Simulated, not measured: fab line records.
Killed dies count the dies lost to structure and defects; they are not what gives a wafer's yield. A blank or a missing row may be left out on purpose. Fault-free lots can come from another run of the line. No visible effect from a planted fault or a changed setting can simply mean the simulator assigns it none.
Chamber matching ; flow nand harc ; rie diel-06 running NHARC_A_STAIRCASE_TRIM_187: 4 sister chambers
The step chemistry O2, time 211.2 s. 8 wafers are shown with their chamber, then 8 later ones without.

WAFERS PAIRED WITH THEIR CHAMBERS
wafer;chamber;drypump motor current A (A);showerhead plenum p Torr (Torr)
L080.4;3;5.4;3.47
L088.5;0;6.9;3.42
L089.4;1;6.1;3.55
L089.6;1;6.2;3.55
L091.1;0;6.8;3.42
L091.5;2;5.9;3.33
L091.6;3;5.5;3.46
L092.1;2;5.9;3.33

WAFERS WITH NO CHAMBER GIVEN
wafer;drypump motor current A (A);showerhead plenum p Torr (Torr)
L092.5;5.4;3.45
L092.6;5.9;3.33
L094.1;6.2;3.54
L094.2;6.8;3.41
L094.3;5.9;3.32
L094.4;5.4;3.45
L094.5;5.5;3.45
L094.6;5.9;3.32

WHICH CHAMBER EACH WENT THROUGH
wafer;from the rows above;in truth
L092.5;3;3
L092.6;2;2
L094.1;1;1
L094.2;0;0
L094.3;2;2
L094.4;3;3
L094.5;3;3
L094.6;2;2
8 of 8 placed correctly. Can't be placed from these rows: 0. Wrongly placed: 0.
How it was worked out, from the rows above alone: a wafer's distance from a chamber is the root of the sum, over the readings, of the square of ((its reading less the chamber's mean) divided by the reading's scatter). If the next closest chamber is less than 2 further off than the closest, the wafer can't be placed; otherwise it belongs to the closest. A chamber's mean is the mean of its shown wafers. The scatter: take each reading less its chamber's mean, square it, sum over the shown wafers, divide by the number of wafers less the number of chambers, and take the root.
